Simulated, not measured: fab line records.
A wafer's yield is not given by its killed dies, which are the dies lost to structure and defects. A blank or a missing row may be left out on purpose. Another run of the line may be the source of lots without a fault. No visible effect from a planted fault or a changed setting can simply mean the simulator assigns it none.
2 desks looking at one fault -- flow n5 finfet -- each desk holds nothing but its own numbers, with what lay behind them at the end

AT THE TOOL OWNER'S DESK: implanter-02
The tool's own readings at N5_WELL_APT_IMPLANT_15: means of the sampled wafers that have a number, for each lot that ran on this tool. A lot is out of limits, marked OUT, if its mean lies more than 4 standard deviations from the usual mean; the brackets give that distance.
Columns: A = dose ions cm2 at N5_WELL_APT_IMPLANT_15, usual 1.5001e+13; B = faraday current uA at N5_WELL_APT_IMPLANT_15, usual 190
lot,first seen here,A,B
L506,day 1 20:10,1.5008e+13,190
L507,day 2 02:02,1.4981e+13,190
L511,day 3 02:16,1.5021e+13,194
L513,day 3 14:03,2.0516e+13 (+99 or more) OUT,265 (+19) OUT
L514,day 3 20:16,2.0517e+13 (+99 or more) OUT,266 (+19) OUT
L526,day 6 20:41,1.4995e+13,195
L527,day 7 02:18,1.5014e+13,190
L528,day 7 08:08,1.4987e+13,190
This desk's finding: out of limits on L513, L514; first on L513, day 3 14:03 (dose ions cm2 at N5_WELL_APT_IMPLANT_15). In limits: L506, L507, L511, L526, L527, L528.

FROM THE METROLOGY DESK
Lot by lot, what the gauges showed, no matter which tool ran the lot: averages of those sampled wafers that carry a number. A lot is out of limits, marked OUT, if its mean lies more than 4 standard deviations from the usual mean; the brackets give that distance. Of its 14 readings 7 are shown: the one that was out of limits first, and those that lie furthest out on some lot.
Columns: A = PWELL_OVL at N5_WELL_APT_OVL_MEAS_26, usual -4 nm; B = CJ_P at N5_BEOL_M4_RC_MEAS_101, usual 5.83; C = DIBL_N at N5_BEOL_M4_RC_MEAS_101, usual 36.3 mV/V; D = IOFF_P at N5_BEOL_M4_RC_MEAS_101, usual 0.22 nA/um; E = IOFF_P_LONG at N5_BEOL_M4_RC_MEAS_101, usual 0.000107 nA/um; F = ION_P at N5_BEOL_M4_RC_MEAS_101, usual 463 uA/um; G = VT_P at N5_BEOL_M4_RC_MEAS_101, usual -250 mV
lot,first seen here,A,B,C,D,E,F,G
L506,day 1 19:41,-5,6.03,34.2,0.20,0.000118,466,-250
L507,day 2 01:37,1,5.65,36.1,0.18,0.000103,456,-254
L511,day 3 01:52,-3,5.58,35.3,0.20,0.000099,458,-250
L513,day 3 13:41,-7,6.79 (+5.3) OUT,38.2,0.31,0.000160 (+5.3) OUT,477,-242
L514,day 3 19:49,-2,6.79 (+5.3) OUT,36.7,0.20,0.000123,459,-252
L519,day 5 02:00,-5,5.80,36.6,0.21,0.000102,458,-250
L520,day 5 08:13,-8,5.77,34.4,0.19,0.000103,459,-252
L526,day 6 20:20,-20,5.87,35.8,0.18,0.000102,458,-252
L527,day 7 01:43,-6,5.84,36.9,0.19,0.000095,458,-252
L528,day 7 07:43,-11,6.09,36.2,0.22,0.000111,461,-250
This desk's finding: out of limits on L513, L514; first on L513, day 11 14:42 (CJ_P at N5_BEOL_M4_RC_MEAS_101). In limits: L506, L507, L511, L519, L520, L526, L527, L528.

PUT TOGETHER
On L513, L514, at day 3 14:03, an alarm was possible from the tool owner's desk.
L513, L514 would have let the metrology desk raise an alarm at day 11 14:42.
On implanter-02, each named lot ran N5_WELL_APT_IMPLANT_15.

WHAT THE SIMULATOR HAD PUT IN
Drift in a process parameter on implanter-02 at N5_WELL_APT_IMPLANT_15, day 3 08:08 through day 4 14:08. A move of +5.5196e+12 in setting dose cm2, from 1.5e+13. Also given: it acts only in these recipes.
Struck lots among those shown: L513, L514.
Hours from the fault's start to each desk's first reading out of limits: the tool owner's desk, 6; the metrology desk, 199.
